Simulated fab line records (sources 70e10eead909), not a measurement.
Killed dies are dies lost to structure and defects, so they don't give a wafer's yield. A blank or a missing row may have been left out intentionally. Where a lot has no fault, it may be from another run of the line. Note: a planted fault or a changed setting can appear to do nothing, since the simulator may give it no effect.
Matching of chambers :: flow nand-harc :: rie-diel-06 running NHARC_A_SGD_CUT_DESCUM_14: 4 sister chambers
The step chemistry O2, time 3 s. 20 wafers are shown with their chamber, then 10 later ones without.

WAFERS PAIRED WITH THEIR CHAMBERS
wafer: L077.3
chamber: 1
showerhead-plenum-p-Torr (Torr): 1.77
drypump-motor-current-A (A): 5.5
oes-product-au (a.u.): 0.994

wafer: L077.5
chamber: 2
showerhead-plenum-p-Torr (Torr): 2.03
drypump-motor-current-A (A): 5.8
oes-product-au (a.u.): 1.019

wafer: L077.6
chamber: 1
showerhead-plenum-p-Torr (Torr): 1.77
drypump-motor-current-A (A): 5.6
oes-product-au (a.u.): 1.006

wafer: L081.1
chamber: 2
showerhead-plenum-p-Torr (Torr): 2.03
drypump-motor-current-A (A): 5.8
oes-product-au (a.u.): 1.010

wafer: L081.4
chamber: 1
showerhead-plenum-p-Torr (Torr): 1.77
drypump-motor-current-A (A): 5.6
oes-product-au (a.u.): 0.992

wafer: L081.6
chamber: 2
showerhead-plenum-p-Torr (Torr): 2.02
drypump-motor-current-A (A): 5.8
oes-product-au (a.u.): 1.015

wafer: L082.1
chamber: 0
showerhead-plenum-p-Torr (Torr): 1.77
drypump-motor-current-A (A): 6.3
oes-product-au (a.u.): 0.999

wafer: L082.3
chamber: 1
showerhead-plenum-p-Torr (Torr): 1.77
drypump-motor-current-A (A): 5.6
oes-product-au (a.u.): 1.000

wafer: L082.4
chamber: 2
showerhead-plenum-p-Torr (Torr): 2.02
drypump-motor-current-A (A): 5.8
oes-product-au (a.u.): 1.008

wafer: L085.1
chamber: 2
showerhead-plenum-p-Torr (Torr): 2.02
drypump-motor-current-A (A): 5.8
oes-product-au (a.u.): 1.008

wafer: L085.2
chamber: 0
showerhead-plenum-p-Torr (Torr): 1.77
drypump-motor-current-A (A): 6.3
oes-product-au (a.u.): 1.009

wafer: L085.3
chamber: 1
showerhead-plenum-p-Torr (Torr): 1.77
drypump-motor-current-A (A): 5.5
oes-product-au (a.u.): 0.993

wafer: L085.4
chamber: 3
showerhead-plenum-p-Torr (Torr): 1.92
drypump-motor-current-A (A): 5.3
oes-product-au (a.u.): 1.016

wafer: L085.5
chamber: 2
showerhead-plenum-p-Torr (Torr): 2.02
drypump-motor-current-A (A): 5.8
oes-product-au (a.u.): 1.018

wafer: L085.6
chamber: 1
showerhead-plenum-p-Torr (Torr): 1.77
drypump-motor-current-A (A): 5.6
oes-product-au (a.u.): 1.002

wafer: L084.1
chamber: 0
showerhead-plenum-p-Torr (Torr): 1.77
drypump-motor-current-A (A): 6.4
oes-product-au (a.u.): 0.995

wafer: L084.4
chamber: 2
showerhead-plenum-p-Torr (Torr): 2.02
drypump-motor-current-A (A): 5.8
oes-product-au (a.u.): 0.993

wafer: L084.6
chamber: 1
showerhead-plenum-p-Torr (Torr): 1.77
drypump-motor-current-A (A): 5.6
oes-product-au (a.u.): 0.998

wafer: L088.1
chamber: 0
showerhead-plenum-p-Torr (Torr): 1.77
drypump-motor-current-A (A): 6.3
oes-product-au (a.u.): 1.007

wafer: L088.2
chamber: 1
showerhead-plenum-p-Torr (Torr): 1.77
drypump-motor-current-A (A): 5.5
oes-product-au (a.u.): 0.996

SIGNATURES (averages over the wafers above)
reading: showerhead-plenum-p-Torr
chamber 0: 1.7700
chamber 1: 1.7700
chamber 2: 2.0229
chamber 3: 1.9200
scatter within a chamber: 0.00299

reading: drypump-motor-current-A
chamber 0: 6.325
chamber 1: 5.562
chamber 2: 5.800
chamber 3: 5.300
scatter within a chamber: 0.0405

reading: oes-product-au
chamber 0: 1.00250
chamber 1: 0.99762
chamber 2: 1.01014
chamber 3: 1.01600
scatter within a chamber: 0.0069
Rule: distance of a wafer from a chamber = root of the sum over the readings of ((wafer's reading minus chamber's mean) / reading's scatter) squared. The wafer belongs to the nearest chamber; if the next one is less than 2 further off, it can't be placed. How the scatter is found: for the shown wafers, subtract from each reading the mean of its chamber, square and add these, divide the total by (wafers less chambers), then take the root.

WAFERS MISSING THEIR CHAMBER
wafer: L088.4
showerhead-plenum-p-Torr (Torr): 1.92
drypump-motor-current-A (A): 5.3
oes-product-au (a.u.): 1.003

wafer: L091.3
showerhead-plenum-p-Torr (Torr): 1.77
drypump-motor-current-A (A): 6.4
oes-product-au (a.u.): 1.002

wafer: L091.4
showerhead-plenum-p-Torr (Torr): 1.92
drypump-motor-current-A (A): 5.3
oes-product-au (a.u.): 1.011

wafer: L091.6
showerhead-plenum-p-Torr (Torr): 2.02
drypump-motor-current-A (A): 5.8
oes-product-au (a.u.): 1.007

wafer: L092.1
showerhead-plenum-p-Torr (Torr): 2.02
drypump-motor-current-A (A): 5.8
oes-product-au (a.u.): 1.018

wafer: L092.4
showerhead-plenum-p-Torr (Torr): 1.77
drypump-motor-current-A (A): 6.4
oes-product-au (a.u.): 1.010

wafer: L092.5
showerhead-plenum-p-Torr (Torr): 1.92
drypump-motor-current-A (A): 5.2
oes-product-au (a.u.): 1.002

wafer: L094.2
showerhead-plenum-p-Torr (Torr): 1.91
drypump-motor-current-A (A): 5.3
oes-product-au (a.u.): 1.003

wafer: L094.3
showerhead-plenum-p-Torr (Torr): 1.77
drypump-motor-current-A (A): 5.6
oes-product-au (a.u.): 1.015

wafer: L094.4
showerhead-plenum-p-Torr (Torr): 1.77
drypump-motor-current-A (A): 6.4
oes-product-au (a.u.): 1.008

EACH ONE'S CHAMBER
wafer: L088.4
from the rows above: 3
in truth: 3

wafer: L091.3
from the rows above: 0
in truth: 0

wafer: L091.4
from the rows above: 3
in truth: 3

wafer: L091.6
from the rows above: 2
in truth: 2

wafer: L092.1
from the rows above: 2
in truth: 2

wafer: L092.4
from the rows above: 0
in truth: 0

wafer: L092.5
from the rows above: 3
in truth: 3

wafer: L094.2
from the rows above: 3
in truth: 3

wafer: L094.3
from the rows above: 1
in truth: 1

wafer: L094.4
from the rows above: 0
in truth: 0
10 of 10 placed correctly. Can't be placed from these rows: 0. Wrongly placed: 0.
